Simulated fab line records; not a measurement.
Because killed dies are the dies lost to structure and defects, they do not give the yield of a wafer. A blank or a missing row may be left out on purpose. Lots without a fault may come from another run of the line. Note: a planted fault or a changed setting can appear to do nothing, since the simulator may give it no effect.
Which tool is to blame? ; flow nand_harc ; 13 lots with 39 wafers sampled at 6 steps, on a route of 1302 steps

## WHAT EACH GAUGE READ, for each wafer
NHARC_P_M2_CD_MEAS_09 targets a cd of 170 nm. Usual: cd_nm 170.1 nm, standard deviation 0.76.
lot;measured;on;cd_nm (nm);flag
L818;day 6 10:38;cd_sem-03;170.5 170.6 170.2;
L819;day 6 20:21;cd_sem-02;169.8 169.8 170.4;
L821;day 7 13:47;cd_sem-02;171.1 170.2 170.6;
L823;day 8 13:41;cd_sem-01;170.6 169.9 169.6;
L824;day 8 14:52;cd_sem-02;169.2 170.3 169.5;
L825;day 9 05:26;cd_sem-03;170.4 170.7 170.6;
L826;day 9 18:26;cd_sem-03;171.1 171.0 170.1;
L827;day 10 00:07;cd_sem-01;170.4 169.8 170.5;
L832;day 12 17:31;cd_sem-01;170.3 172.6 170.1;
L837;day 14 08:46;cd_sem-03;170.1 169.8 169.7;
L839;day 14 22:21;cd_sem-02;168.5 168.5 168.8;
L840;day 15 09:31;cd_sem-03;169.0 169.9 169.1;
L841;day 15 21:01;cd_sem-01;170.4 169.7 169.0;

NHARC_P_M2_OVL_MEAS_10: pitch 340 nm. Usual: overlay_x_nm -0.2 nm, standard deviation 0.73; overlay_y_nm 0.2 nm, standard deviation 1.
lot;measured;on;overlay_x_nm (nm);overlay_y_nm (nm);flag
L818;day 6 10:44;overlay-02;-0.5 -0.4 0.2;-1.1 -1.1 -1.1;
L819;day 6 20:26;overlay-01;0.1 0.1 -0.2;0.0 0.6 0.0;
L821;day 7 13:53;overlay-01;0.8 1.0 1.1;2.2 1.9 2.0;
L823;day 8 13:47;overlay-01;0.6 0.6 0.4;0.5 -0.3 -0.2;
L824;day 8 14:57;overlay-01;0.4 0.9 0.4;1.5 0.8 0.9;
L825;day 9 05:32;overlay-01;0.8 0.0 0.5;1.2 1.2 0.6;
L826;day 9 18:32;overlay-01;-0.2 -0.8 -0.3;-1.0 -0.1 -0.6;
L827;day 10 00:13;overlay-01;-0.4 -0.7 -0.6;0.0 0.3 0.4;
L832;day 12 17:37;overlay-02;-0.9 -0.2 -0.7;0.9 1.6 1.5;
L837;day 14 08:52;overlay-01;0.1 -1.1 -0.7;-1.8 -2.1 -1.8;
L839;day 14 22:26;overlay-01;0.0 0.1 -0.6;0.6 0.8 0.7;
L840;day 15 09:36;overlay-01;0.6 0.5 0.3;-0.7 0.2 0.4;
L841;day 15 21:06;overlay-01;-0.8 -1.1 -1.2;-0.9 -0.4 -0.8;

NHARC_END_SORT_01. Usual: defect_limited_yield 90.9 % (standard deviation 2.6); killed_at_array 57 (standard deviation 18); killed_at_other 0.9 (standard deviation 1.3); killed_at_periphery 3.5 (standard deviation 2.2); killed_dies 62 (standard deviation 18); killed_open 3.0 (standard deviation 1.7); killed_short 2.3 (standard deviation 1.5).
lot;measured;on;defect_limited_yield (%);killed_at_array;killed_at_other;killed_at_periphery;killed_dies;killed_open;killed_short;flag
L832;day 30 19:10;prober-02;93.1 93.2 92.9;44 42 44;0 1 2;3 3 2;47 46 48;1 0 5;1 2 2;
L839;day 32 19:23;prober-01;88.3 89.7 91.7;75 66 53;1 1 1;3 3 2;79 70 56;2 4 3;5 2 3;

## TOOL THAT RAN EACH LOT (tool first, then ch and the chambers of the sampled wafers, then the start)
lot;NHARC_P_M1_PVD_20;NHARC_P_M2_EXPOSE_06;NHARC_P_M2_DEGAS_29
L818;pvd_sputter-01, day 6 10:31 or earlier;arfi_scanner-03 ch 0, day 6 10:31;pvd_sputter-03, day 6 11:50
L819;pvd_sputter-03, day 6 20:13 or earlier;arfi_scanner-03 ch 0, day 6 20:13;pvd_sputter-03, day 6 21:34
L821;pvd_sputter-02, day 7 13:40 or earlier;arfi_scanner-03 ch 0, day 7 13:40;pvd_sputter-02, day 7 15:05
L823;pvd_sputter-02, day 8 13:33 or earlier;arfi_scanner-01 ch 0, day 8 13:33;pvd_sputter-02, day 8 14:54
L824;pvd_sputter-02, day 8 14:44 or earlier;arfi_scanner-03 ch 0, day 8 14:44;pvd_sputter-01, day 8 16:05
L825;pvd_sputter-01, day 9 05:18 or earlier;arfi_scanner-01 ch 0, day 9 05:18;pvd_sputter-02, day 9 06:43
L826;pvd_sputter-03, day 9 18:19 or earlier;arfi_scanner-03 ch 0, day 9 18:19;pvd_sputter-01, day 9 19:38
L827;pvd_sputter-02, day 9 23:59 or earlier;arfi_scanner-03 ch 0, day 9 23:59;pvd_sputter-02, day 10 01:20
L832;pvd_sputter-02, day 12 17:23 or earlier;arfi_scanner-03 ch 0, day 12 17:23;pvd_sputter-03, day 12 18:44
L837;pvd_sputter-02, day 14 08:38 or earlier;arfi_scanner-02 ch 0, day 14 08:38;pvd_sputter-02, day 14 10:02
L839;pvd_sputter-02, day 14 22:13 or earlier;arfi_scanner-02 ch 0, day 14 22:13;pvd_sputter-02, day 14 23:34
L840;pvd_sputter-03, day 15 09:22 or earlier;arfi_scanner-01 ch 0, day 15 09:22;pvd_sputter-01, day 15 10:43
L841;pvd_sputter-01, day 15 20:52 or earlier;arfi_scanner-02 ch 0, day 15 20:52;pvd_sputter-01, day 15 22:14
- NHARC_P_M1_PVD_20: deposits TaN, target thk 5 nm, time 8.06 s.
- NHARC_P_M2_EXPOSE_06: exposes mask P M2, target cd 170 nm.
- NHARC_P_M2_DEGAS_29: time 60 s.

## WHAT THE TOOLS THEMSELVES READ (means of the sampled wafers that have a number; where no wafer has one, the mark that the record gives instead)
NHARC_P_M1_PVD_20. Usual: cathode_dc_power_W 15000 W, standard deviation 2.9; throttle_valve_pct 29.9 %, standard deviation 1.4.
lot;tool;cathode_dc_power_W (W);throttle_valve_pct (%);flag
L818;pvd_sputter-01;14998;30.7;
L819;pvd_sputter-03;15003;29.3;
L821;pvd_sputter-02;15002;29.4;
L823;pvd_sputter-02;15000;27.8;
L824;pvd_sputter-02;15000;29.5;
L825;pvd_sputter-01;15000;30.2;
L826;pvd_sputter-03;14997;31.1;
L827;pvd_sputter-02;15000;29.2;
L832;pvd_sputter-02;14998;28.9;
L837;pvd_sputter-02;14998;30.5;
L839;pvd_sputter-02;15000;28.1;
L840;pvd_sputter-03;14999;28.4;
L841;pvd_sputter-01;15001;30.5;

NHARC_P_M2_DEGAS_29. Usual: heater_power_w 333 W, standard deviation 37.
lot;tool;heater_power_w (W);flag
L818;pvd_sputter-03;379;
L819;pvd_sputter-03;356;
L821;pvd_sputter-02;297;
L823;pvd_sputter-02;320;
L824;pvd_sputter-01;328;
L825;pvd_sputter-02;321;
L826;pvd_sputter-01;351;
L827;pvd_sputter-02;297;
L832;pvd_sputter-03;345;
L837;pvd_sputter-02;314;
L839;pvd_sputter-02;322;
L840;pvd_sputter-01;340;
L841;pvd_sputter-01;337;

## THE ANSWER, worked out from the rows above alone
Rule: a lot is off if the mean of its wafers that have a number lies more than 3 standard deviations from the usual mean. A lot without any number at a reading at which 4 lots or more have one is off too. The other lots that the step has rows for count as sound. First the gauges in route order, then the tools' own readings, where a lot's mean is used as printed above. At the first step where some lot is off, the reading lying furthest off is the one used; lots without a number count as furthest.
None of the lots is off at any reading shown; this tells nothing.

## WHAT THE SIMULATOR HAD PUT IN
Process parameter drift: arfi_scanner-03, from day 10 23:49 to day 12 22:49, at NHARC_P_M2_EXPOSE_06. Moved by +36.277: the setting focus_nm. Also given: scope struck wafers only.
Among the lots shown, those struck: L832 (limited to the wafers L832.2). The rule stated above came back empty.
